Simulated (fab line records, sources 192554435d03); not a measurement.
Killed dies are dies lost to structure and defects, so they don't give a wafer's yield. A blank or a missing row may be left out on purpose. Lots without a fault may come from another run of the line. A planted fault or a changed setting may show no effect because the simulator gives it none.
Which tool did it? | flow n5_finfet | 9 lots, 27 wafers sampled, at 4 steps of a route of 1938

WHAT THE GAUGES READ, wafer by wafer
The record holds no reading of a measuring or inspecting step that can be judged against a usual standard deviation.

WHICH TOOL RAN EACH LOT (tool, then ch and the chambers of the sampled wafers, then the start)
lot  | N5_SDB_PRECLEAN_39                 | N5_PASSIVATION_PRE_CLEAN_19  | N5_PASSIVATION_PASS_ETCH_47        | N5_PASSIVATION_PROBE_49
L217 | wet_bench-01 ch 2,6,7, day 3 20:08 | pvd_sputter-02, day 12 14:44 | rie_diel-05 ch 0,3, day 12 17:50   | prober-01, day 12 21:10
L218 | wet_bench-01 ch 1,5,6, day 3 22:59 | pvd_sputter-03, day 12 15:17 | rie_diel-02 ch 0,2,3, day 12 18:01 | prober-01, day 12 21:25
L219 | wet_bench-01 ch 3,5,7, day 4 06:19 | pvd_sputter-02, day 13 03:10 | rie_diel-05 ch 2,3, day 13 06:22   | prober-02, day 13 09:25
L220 | wet_bench-06 ch 3,4,6, day 4 11:16 | pvd_sputter-02, day 13 09:04 | rie_diel-02 ch 0,1,2, day 13 11:36 | prober-02, day 13 14:43
L227 | wet_bench-03 ch 0,1,6, day 6 12:23 | pvd_sputter-03, day 15 06:05 | rie_diel-05 ch 1,2,3, day 15 08:56 | prober-02, day 15 12:06
L237 | wet_bench-06 ch 2,6,7, day 9 00:56 | pvd_sputter-01, day 17 07:53 | rie_diel-03 ch 0,2,3, day 17 10:49 | prober-01, day 17 13:50
L238 | wet_bench-01 ch 2,5,7, day 9 04:32 | pvd_sputter-01, day 17 22:29 | rie_diel-02 ch 0,2, day 18 02:13   | prober-02, day 18 06:28
L239 | wet_bench-03 ch 1,2,7, day 9 12:16 | pvd_sputter-02, day 17 17:56 | rie_diel-03 ch 2,3, day 17 20:34   | prober-01, day 17 23:38
L240 | wet_bench-01 ch 1,2,3, day 9 22:31 | pvd_sputter-02, day 18 16:31 | rie_diel-03 ch 1,2, day 18 19:44   | prober-02, day 18 22:45
- N5_SDB_PRECLEAN_39: cleans in O3/DIW, time 45 s.
- N5_PASSIVATION_PRE_CLEAN_19
- N5_PASSIVATION_PASS_ETCH_47: etches SiNx in CF4/O2, target depth 770 nm, time 385 s.
- N5_PASSIVATION_PROBE_49

WHAT THE TOOLS THEMSELVES READ (means of the sampled wafers that have a number; where no wafer has one, the mark that the record gives instead)
N5_PASSIVATION_PRE_CLEAN_19. Usual: heater_power_w 465 W, standard deviation 53.
lot  | tool           | heater_power_w (W) | flag
L217 | pvd_sputter-02 | 410                |
L218 | pvd_sputter-03 | 483                |
L219 | pvd_sputter-02 | 494                |
L220 | pvd_sputter-02 | 390                |
L227 | pvd_sputter-03 | 492                |
L237 | pvd_sputter-01 | 522                |
L238 | pvd_sputter-01 | 484                |
L239 | pvd_sputter-02 | 413                |
L240 | pvd_sputter-02 | 449                |

N5_PASSIVATION_PASS_ETCH_47. Usual: drypump_motor_current_A 5.9 A, standard deviation 0.4; oes_product_au 0.84 a.u., standard deviation 0.094; rf_vpp_V 240 V, standard deviation 5.5; showerhead_plenum_p_Torr 2.17 Torr, standard deviation 0.069; throttle_valve_pct 15.73 %, standard deviation 0.22.
lot  | tool        | drypump_motor_current_A (A) | oes_product_au (a.u.) | rf_vpp_V (V) | showerhead_plenum_p_Torr (Torr) | throttle_valve_pct (%) | flag
L217 | rie_diel-05 | 6.3                         | 0.79                  | 242          | 2.25                            | 15.93                  |
L218 | rie_diel-02 | 6.0                         | 0.80                  | 244          | 2.10                            | 15.88                  |
L219 | rie_diel-05 | 6.2                         | 0.73                  | 244          | 2.22                            | 16.01                  |
L220 | rie_diel-02 | 5.8                         | 0.76                  | 246          | 2.15                            | 15.88                  |
L227 | rie_diel-05 | 5.7                         | 0.90                  | 243          | 2.21                            | 15.71                  |
L237 | rie_diel-03 | 5.9                         | 0.89                  | 235          | 2.16                            | 15.56                  |
L238 | rie_diel-02 | 6.1                         | 0.72                  | 245          | 2.05                            | 16.02                  |
L239 | rie_diel-03 | 5.6                         | 0.88                  | 234          | 2.15                            | 15.54                  |
L240 | rie_diel-03 | 6.0                         | 0.75                  | 232          | 2.17                            | 15.88                  |

N5_PASSIVATION_PROBE_49. Usual: defect_limited_yield 91.3 %, standard deviation 1.3; killed_at_M0_to_M3 35, standard deviation 9.3; killed_at_M4_up 14, standard deviation 5.2; killed_at_contacts 12, standard deviation 5.9; killed_at_front_end 38, standard deviation 11; killed_at_other 4, standard deviation 3.7; killed_dies 103, standard deviation 15; killed_open 67, standard deviation 12; killed_short 34, standard deviation 8; sort_bin_5_function 5.1 %, standard deviation 0.88; sort_bin_6_memory 3.3 %, standard deviation 0.65; sort_n_pass 1077, standard deviation 15; sort_yield_pct 91.3 %, standard deviation 1.3.
lot  | tool      | defect_limited_yield (%) | killed_at_M0_to_M3 | killed_at_M4_up | killed_at_contacts | killed_at_front_end | killed_at_other | killed_dies | killed_open | killed_short | sort_bin_5_function (%) | sort_bin_6_memory (%) | sort_n_pass | sort_yield_pct (%) | flag
L217 | prober-01 | 90.4                     | 45                 | 15              | 16                 | 32                  | 5               | 113         | 72          | 41           | 5.3                     | 3.7                   | 1067        | 90.4               |
L218 | prober-01 | 92.1                     | 34                 | 12              | 13                 | 30                  | 6               | 94          | 63          | 30           | 4.6                     | 3.0                   | 1086        | 92.1               |
L219 | prober-02 | 93.0                     | 27                 | 12              | 9                  | 32                  | 3               | 83          | 54          | 28           | 4.2                     | 2.6                   | 1097        | 93.0               |
L220 | prober-02 | 90.7                     | 40                 | 16              | 19                 | 32                  | 1               | 109         | 70          | 38           | 5.7                     | 3.3                   | 1071        | 90.7               |
L227 | prober-02 | 86.1                     | 32                 | 13              | 16                 | 93                  | 10              | 164         | 73          | 40           | 7.9                     | 4.5                   | 1016        | 86.1               | OFF
L237 | prober-01 | 91.4                     | 30                 | 10              | 17                 | 36                  | 8               | 102         | 67          | 33           | 5.1                     | 3.1                   | 1078        | 91.4               |
L238 | prober-02 | 92.4                     | 30                 | 7               | 15                 | 38                  | 0               | 90          | 65          | 24           | 3.9                     | 3.5                   | 1090        | 92.4               |
L239 | prober-01 | 92.3                     | 28                 | 13              | 13                 | 34                  | 4               | 90          | 56          | 33           | 4.6                     | 2.7                   | 1090        | 92.3               |
L240 | prober-02 | 90.6                     | 43                 | 22              | 8                  | 37                  | 1               | 111         | 78          | 32           | 5.7                     | 3.5                   | 1069        | 90.6               |

THE ANSWER, worked out from the rows above alone
Rule: a lot is off if the mean of its wafers that have a number lies more than 3 standard deviations from the usual mean. A lot without any number at a reading at which 4 lots or more have one is off too. The other lots that the step has rows for count as sound. The gauges are gone through in route order, then the tools' own readings, and for those a lot's mean is taken as printed above. The first step at which some lot is off is used, and at that step the reading that is off furthest; a lot without a number counts as furthest.
Off: L227, at N5_PASSIVATION_PROBE_49 (killed_at_front_end).
A tool fits if, at that step or a process step before it, it ran every lot that is off, and no sound lot after the first of them. Can't be told from this: 2 tools fit, pvd_sputter-03 at N5_PASSIVATION_PRE_CLEAN_19, rie_diel-05 at N5_PASSIVATION_PASS_ETCH_47.

WHAT THE SIMULATOR HAD PUT IN
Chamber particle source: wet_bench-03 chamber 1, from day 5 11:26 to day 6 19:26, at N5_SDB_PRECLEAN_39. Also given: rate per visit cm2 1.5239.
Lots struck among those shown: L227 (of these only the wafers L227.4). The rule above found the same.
